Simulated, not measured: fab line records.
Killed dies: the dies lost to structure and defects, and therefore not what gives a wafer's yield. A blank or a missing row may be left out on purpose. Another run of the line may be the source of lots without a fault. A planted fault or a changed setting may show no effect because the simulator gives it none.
Struck lot and sound lot, side by side | flow n5-finfet | 37 out of 1938 route steps
Sound: wafers L784.3, L784.4, L784.6. Struck: wafers L793.3, L793.5, L793.6. The cause is given at the end.
Order at every step that has rows: each side's tool, ch and its chambers, its first start. Under that, the readings that differ: sound wafers | struck wafers | difference of the means | sigmas: that difference in standard deviations of wafers without a fault.
alike: readings with means less than 2 such deviations apart, plus words and numbers identical on both sides. not compared: withheld readings, readings lacking a value on some wafer, bounds such as >300 that could conceal the same value, and numbers that have no deviation in the record and whose values overlap.
A row with sigmas, a row that says differs or no value, or rows on one side alone: a step with any of these is where the two part. Numbers that have no deviation but don't overlap get no sigmas and don't part them. A reading missing from all wafers of one side parts the sides only when that side holds two or more wafers.

first, 10 steps without rows for these wafers: N5_HKMG_FIN_WET_ETCH_73 (etches the open film in SC1, time 42.3 s, target depth 1.3 nm, rinse time 30 s); N5_HKMG_FIN_ETCHBACK_68 (etches the open film in Cl2/Ar, stops on HfO2, target depth 0.5 nm); N5_HKMG_FIN_STRIP_69 (strips in N2/H2, time 360 s); N5_HKMG_FIN_ALD_21 (deposits TiN, target thk 1.5 nm, pulse time 1 s, purge time 3 s); N5_HKMG_FIN_ALD_72 (deposits W, target thk 2 nm, pulse time 1 s, purge time 2 s); N5_HKMG_FIN_W_FILL_22 (material W, target thk 60 nm, time 18.2 s); N5_HKMG_FIN_PRECLEAN_83 (cleans in DIW, time 57.5 s); N5_HKMG_FIN_SRD_84 (dry time 32 s); N5_HKMG_FIN_CMP_23 (polishes, stops on SiNx, t overpolish 10 s, target thk 46.326 nm); N5_HKMG_FIN_CMP_94 (polishes, stops on SiNx, t overpolish 4.7 s, target thk 43.299 nm).
N5_GATE_CUT_ETCHBACK_00: etches W in SF6/Cl2.
  sound on rie-metal-01 ch 0,1, day 6 04:08; struck on rie-metal-01 ch 0,1, day 8 07:26
  alike: drypump-motor-current-A, oes-product-au, rf-fwd-power-W, throttle-valve-pct
  not compared: rf-hours-counter-h
then, 25 steps without rows for these wafers: N5_GATE_CUT_ETCH_56 (etches TiN in Cl2/Ar, target depth 21.6 nm); N5_GATE_CUT_ETCHBACK_30 (etches TiN in Cl2/Ar, target depth 3 nm); N5_GATE_CUT_VAPOR_ETCH_60 (etches HfO2 in BCl3/Cl2); N5_GATE_CUT_ETCH_58 (etches SiNx in CH3F/O2, target depth 17 nm, time 128.6 s); N5_GATE_CUT_STRIP_59 (strips in N2/H2, time 20 s); N5_GATE_CUT_PRECLEAN_31 (cleans in DIW, time 300 s); N5_GATE_CUT_SRD_32 (time 30 s); N5_GATE_CUT_SAC_CAP_01 (material SiNx, target thk 24 nm, pulse time 1 s, ald cycles 480); N5_GATE_CUT_PECVD_57 (deposits SiNx from SiH4/NH3/N2, target thk 21 nm); N5_GATE_CUT_CMP_02 (polishes, stops on SiO2, t overpolish 12.7 s, target thk 0 nm); N5_GATE_CUT_HM_DEP_46 (deposits SiO2 from TEOS/O2, target thk 130 nm, time 26.6 s); N5_GATE_CUT_COAT_34 (time 60 s, resist thk 60 nm); N5_GATE_CUT_COAT_35 (time 60 s, resist thk 10 nm); N5_GATE_CUT_COAT_27 (time 60 s, resist thk 10 nm); N5_GATE_CUT_COAT_07 (resist thk 30 nm); N5_GATE_CUT_EBR_09; N5_GATE_CUT_SOFTBAKE_08 (time 60 s); N5_GATE_CUT_EXPOSE_10 (exposes mask GATE CUT, target cd 20 nm); N5_GATE_CUT_PEB_11 (peb time 60 s); N5_GATE_CUT_DEVELOP_12 (develop time 30 s); N5_GATE_CUT_DESCUM_18 (chemistry O2, time 7 s); N5_GATE_CUT_ETCH_28 (etches underlayer in N2/H2, target depth 13 nm, time 10.4 s); N5_GATE_CUT_ETCH_36 (etches SiARC in CF4, target depth 13 nm, time 21.7 s); N5_GATE_CUT_ETCH_37 (etches SOC in N2/H2, target depth 60 nm, overetch 12 nm, time 90 s); N5_GATE_CUT_STRIP_38 (strips in N2/H2).
-- the record jumps here: 8 days lie between the struck wafers' starts before and after (it left off in module GATE_CUT and takes up again in module PASSIVATION, whose first step shown is number 1936 of the route) --
N5_PASSIVATION_PROBE_49:
  sound on prober-01, day 14 15:22; struck on prober-01, day 16 09:41
  reading                  | sound          | struck         | difference | sigmas
  defect-limited-yield (%) | 88.1 88.8 89.4 | 85.3 83.8 80.7 | -5.5       | -4
  killed_at_M0_to_M3       | 61 60 58       | 42 41 29       | -22        | -2
  killed-at-front-end      | 46 44 45       | 115 123 172    | +92        | +8
  killed-dies              | 141 132 125    | 174 191 228    | +65        | +4
  killed-on-rim            | 19 10 19       | 28 34 16       | +10        | +3
  killed-open              | 84 103 78      | 61 64 58       | -27        | -2
  sort_bin_5_function (%)  | 7.2 6.9 6.7    | 9.4 9.7 11.9   | +3.4       | +4
  sort-n-pass              | 1039 1048 1055 | 1006 989 952   | -65        | -4
  sort-yield-pct (%)       | 88.1 88.8 89.4 | 85.3 83.8 80.7 | -5.5       | -4
  alike: killed_at_M4_up, killed-at-contacts, killed-at-other, killed-short, sort_bin_6_memory

== WHERE THEY PART ==
Within this record, at N5_PASSIVATION_PROBE_49 only.

WHY: whatever the simulator had introduced
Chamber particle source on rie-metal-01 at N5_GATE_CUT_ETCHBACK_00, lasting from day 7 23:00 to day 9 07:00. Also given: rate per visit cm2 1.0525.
